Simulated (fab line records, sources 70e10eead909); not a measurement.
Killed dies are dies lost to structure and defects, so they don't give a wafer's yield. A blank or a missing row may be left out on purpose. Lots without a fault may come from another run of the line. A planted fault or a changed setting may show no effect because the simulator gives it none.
fab line records | flow nand_harc | part 2 of 2: steps 27 to 38 of 38
record lots=5 wafers=15 last_day=33
route steps=1302 shown P_GATE@129
lots that met no fault: from a run of the same line without faults
start_h: hours from the record's first day to the start of the lot's first wafer shown | wait_h: hours since the lot's step before | " the same as in the row above | L1.1+2: a row that stands for several wafers | - no value, or no start given | * or withheld: withheld | < > ~ a bound
route shown NAME@n: a module of which the file shows steps, and the number in the route of the first | usual: mean/standard deviation of fault-free wafers | same: alike in all rows | chamber/n: place in a boat | sites: the reading at each site | _std_site: their standard deviation | _edge_site: outer sites' mean less inner sites' | radius_mm: how far each site lies from the wafer's centre | mask NAME#n: copy n | behind: the tool/chamber that last shaped the wafer | hold: why the lot was held/for how many hours/how that ended | device: the transistor (n, p or np) that didn't switch | end of line: the same wafers' tests at the end of the route | a step without rows: its recipe alone | killed: dies lost to structure and defects at the first sort, not the wafer's yield | map: a wafer's dies, x killed, . not, _ none there
set.NAME: the setting as run; set.NAME@STEP: as run at that earlier step | model.NAME: the simulator's own value behind a step, which no gauge read
lots at some steps of the route; a table a step, a row a wafer
services: from which hour (start_h, from the record's first day; less than 0 if before it) a tool's chamber was out of use, for how many hours, and why
## steps
# step NHARC_P_GATE_ALD_36
# recipe target_thk_a=200 pulse_time_s=60 ald_cycles=223 temp_c=400 material=SiNx
# usual heater_power_w=803/65 precursor_pulse_height_rel=1.001/0.022
# columns lot.wafer tool chamber start_h wait_h heater_power_w precursor_pulse_height_rel
L077.3 ald_sin-03 3 130.77 - 765 0.970
L077.4 " 0 131.83 - 841 1.017
L077.6 " 2 133.93 - 755 0.961
L085.2 ald_sin-03 2 216.90 - 754 0.976
L085.4 " 3 217.96 - 773 1.018
L085.5 " 2 221.14 - 748 1.004
L092.1 ald_sin-02 0 274.75 - 726 1.009
L092.6 " 2 276.83 - 828 1.001
L092.5 " 3 277.87 - 974 0.969
L094.2 ald_sin-03 0 299.98 - 853 1.014
L094.3 " 1 301.03 - 718 0.985
L094.6 " 3 303.13 - 781 0.990
L095.3 ald_sin-02 1 309.54 - 841 0.993
L095.4 " 3 311.67 - 943 0.995
L095.2 " 0 312.74 - 725 0.986
# step NHARC_P_GATE_ETCHBACK_37
# recipe target_depth_a=345 time_s=17.2 chf3_flow_sccm=50 o2_flow_sccm=10 ar_flow_sccm=200 rf_w=500 bias_w=200 chemistry=CHF3/O2
# usual drypump_motor_current_A=5.9/0.43 oes_product_au=0.95/0.031 rf_vpp_V=371.4/1.9 showerhead_plenum_p_Torr=2.44/0.076 throttle_valve_pct=20.572/0.0089
# columns lot.wafer tool chamber start_h wait_h drypump_motor_current_A oes_product_au rf_hours_counter_h rf_vpp_V showerhead_plenum_p_Torr throttle_valve_pct
L077.4 rie_diel-02 1 - - 6.1 0.92 4.8 370.9 2.42 20.573
L077.3 " 3 " " 6.1 0.94 3.7 371.1 2.44 20.572
L077.6 " 1 " " 6.2 0.92 - 370.0 2.42 20.579
L085.4 rie_diel-11 3 - - 6.4 1.01 9.4 370.5 2.37 20.579
L085.2 " 0 " " 5.7 1.01 9.2 367.8 2.32 20.576
L085.5 " 3 " " 6.4 1.00 - 368.3 2.37 20.577
L092.1 rie_diel-11 3 - - 6.5 0.94 0.1 370.1 2.37 20.572
L092.5 " 1 " " 5.1 0.94 - 372.4 2.46 20.579
L092.6 " 2 " " 5.7 0.94 - 371.8 2.47 20.567
L094.3 rie_diel-02 0 - - 6.1 0.93 5.0 373.2 2.52 20.585
L094.2 " 1 " " 6.2 0.94 5.7 370.1 2.42 20.577
L094.6 " 1 " " 6.1 0.93 - 371.7 2.42 20.578
L095.3 rie_diel-11 0 - - 5.6 0.94 2.5 369.2 2.31 20.557
L095.4 " 1 " " 5.1 0.93 1.1 370.7 2.46 20.582
L095.2 " 2 " " 5.7 0.94 2.5 371.4 2.47 20.563
# step NHARC_P_GATE_STRIP_101
# recipe time_s=20 o2_flow_sccm=500 ar_flow_sccm=0 bias_w=0 chemistry=O2
# usual drypump_motor_current_A=5.9/0.42 oes_product_au=1.000/0.011 rf_vpp_V=58.0/0.83 showerhead_plenum_p_Torr=3.59/0.11 throttle_valve_pct=17.036/0.0092
# columns lot.wafer tool chamber start_h wait_h drypump_motor_current_A oes_product_au rf_hours_counter_h rf_vpp_V showerhead_plenum_p_Torr throttle_valve_pct
L077.3 rie_diel-02 3 138.25 0.1 6.2 1.016 3.7 57.5 3.58 17.040
L077.4 " 1 " " 6.1 1.004 4.8 57.9 3.56 17.030
L077.6 " 3 " " 6.1 1.015 - 59.0 3.58 17.037
L085.2 rie_diel-11 3 226.53 0.1 6.5 1.000 9.4 58.1 3.48 17.031
L085.4 " 0 " " 5.7 1.017 9.3 57.7 3.41 17.025
L085.5 " 3 " " 6.4 1.001 - 59.2 3.48 17.009
L092.1 rie_diel-11 1 282.19 0.1 5.1 1.011 0.1 58.5 3.61 17.053
L092.6 " 2 " " 5.7 1.009 - 57.7 3.62 17.040
L092.5 " 3 " " 6.5 0.999 - 57.0 3.48 17.026
L094.2 rie_diel-02 3 308.52 0.1 6.1 1.016 5.1 56.2 3.57 17.024
L094.3 " 1 " " 6.1 1.014 5.7 56.4 3.55 17.034
L094.6 " 3 " " 6.1 1.027 - 58.5 3.57 17.031
L095.2 rie_diel-11 2 319.20 0.1 5.7 0.996 2.5 58.7 3.62 17.026
L095.3 " 3 " " 6.5 0.985 0.9 56.4 3.48 17.032
L095.4 " 0 " " 5.7 0.994 2.6 56.6 3.40 17.038
# step NHARC_P_GATE_PRECLEAN_97
# recipe time_s=600 temp_c=120 chemistry=SPM
# columns lot.wafer tool chamber start_h wait_h
L077.6+4+3 wet_bench-01 4,5,7 138.36 -
L085.4+2+5 wet_bench-01 6,7,1 226.63 -
L092.1+5+6 wet_bench-09 2,3,4 282.27 -
L094.6+2+3 wet_bench-01 7,1,2 308.64 -
L095.3+2+4 wet_bench-09 6,2,3 319.30 -
# step NHARC_P_GATE_SRD_98
# columns lot.wafer tool chamber start_h wait_h
L077.6+4+3 wet_bench-01 4,5,7 - -
L085.4+2+5 wet_bench-01 6,7,1 - -
L092.1+5+6 wet_bench-09 2,3,4 - -
L094.6+2+3 wet_bench-01 7,1,2 - -
L095.3+2+4 wet_bench-09 6,2,3 - -
# step NHARC_P_GATE_PRECLEAN_99
# recipe time_s=* temp_c=50 bath_age_min=0 chemistry=SC1
# usual nh4oh_flow_mL_min=28.30/0.093 sc1_h2o2_end_mol_l=0.3697/0.0007
# columns lot.wafer tool chamber start_h wait_h nh4oh_flow_mL_min sc1_h2o2_end_mol_l
L077.6 wet_bench-01 4 - - 28.15 0.3688
L077.4 " 5 " " 28.36 0.3704
L077.3 " 7 " " 28.42 0.3702
L085.4 wet_bench-01 6 - - 28.35 0.3696
L085.2 " 7 " " 28.23 0.3689
L085.5 " 1 " " 28.37 0.3721
L092.1 wet_bench-09 2 - - 28.30 0.3715
L092.5 " 3 " " 28.20 0.3693
L092.6 " 4 " " 28.28 0.3699
L094.6 wet_bench-01 7 - - 28.32 0.3691
L094.2 " 1 " " 28.29 0.3695
L094.3 " 2 " " 28.33 0.3685
L095.3 wet_bench-09 6 - - 28.12 0.3690
L095.2 " 2 " " 28.07 0.3701
L095.4 " 3 " " 28.39 0.3703
# step NHARC_P_GATE_SRD_100
# columns lot.wafer tool chamber start_h wait_h
L077.6+4+3 wet_bench-01 4,5,7 - -
L085.4+2+5 wet_bench-01 6,7,1 - -
L092.1+5+6 wet_bench-09 2,3,4 - -
L094.6+2+3 wet_bench-01 7,1,2 - -
L095.3+2+4 wet_bench-09 6,2,3 - -
# step NHARC_P_GATE_DEHYDRATE_38
# recipe temp_c=150 time_s=120
# columns lot.wafer tool chamber start_h wait_h
L077.3+4+6 litho_track-03 0 138.76 -
L085.2+4+5 litho_track-07 0 227.02 -
L092.1+5+6 litho_track-03 0 282.68 -
L094.2+3+6 litho_track-03 0 309.03 -
L095.2+3+4 litho_track-03 0 319.70 -
# step NHARC_P_GATE_HMDS_39
# recipe time_s=30
# columns lot.wafer tool chamber start_h wait_h
L077.3+4+6 litho_track-03 0 - -
L085.2+4+5 litho_track-07 0 - -
L092.1+5+6 litho_track-03 0 - -
L094.2+3+6 litho_track-03 0 - -
L095.2+3+4 litho_track-03 0 - -
# step NHARC_P_GATE_COAT_40
# recipe spin_rpm=3000
# columns lot.wafer tool chamber start_h wait_h
L077.3+4+6 litho_track-03 0 - -
L085.2+4+5 litho_track-07 0 - -
L092.1+5+6 litho_track-03 0 - -
L094.2+3+6 litho_track-03 0 - -
L095.2+3+4 litho_track-03 0 - -
# step NHARC_P_GATE_SOFTBAKE_41
# recipe temp_c=122 time_s=95
# columns lot.wafer tool chamber start_h wait_h
L077.3+4+6 litho_track-03 0 - -
L085.2+4+5 litho_track-07 0 - -
L092.1+5+6 litho_track-03 0 - -
L094.2+3+6 litho_track-03 0 - -
L095.2+3+4 litho_track-03 0 - -
# step NHARC_P_GATE_EBR_42
# columns lot.wafer tool chamber start_h wait_h
L077.3+4+6 litho_track-03 0 - -
L085.2+4+5 litho_track-07 0 - -
L092.1+5+6 litho_track-03 0 - -
L094.2+3+6 litho_track-03 0 - -
L095.2+3+4 litho_track-03 0 - -
## services
# columns tool chamber start_h hours kind
litho_track-03 - 100.00 7.0 pm
wet_bench-01 - 101.60 8.0 pm
ald_sin-03 0 122.45 4.4 repair
pecvd-02 - 137.59 1.7 repair
rie_diel-11 - 140.23 0.4 repair
rie_diel-11 0 144.15 2.5 repair
ald_sin-03 1 147.68 13.3 repair
rie_diel-04 - 150.49 0.3 repair
litho_track-01 - 155.00 7.0 pm
rie_diel-04 0 160.06 3.8 repair
wet_bench-09 - 176.80 8.0 pm
litho_track-06 - 179.00 7.0 pm
litho_track-04 - 203.00 7.0 pm
lpcvd_poly-02 - 206.00 26.0 pm
rie_diel-02 - 216.70 9.0 pm
litho_track-07 - 251.00 7.0 pm
rie_diel-11 - 255.50 9.0 pm
rie_diel-02 1 270.43 9.6 repair
litho_track-03 - 275.00 7.0 pm
wet_bench-01 - 277.60 8.0 pm
rie_diel-11 3 283.33 15.0 repair
rie_diel-02 2 301.24 22.0 repair
wet_bench-09 - 307.98 6.2 repair
rie_diel-11 - 311.40 2.0 repair
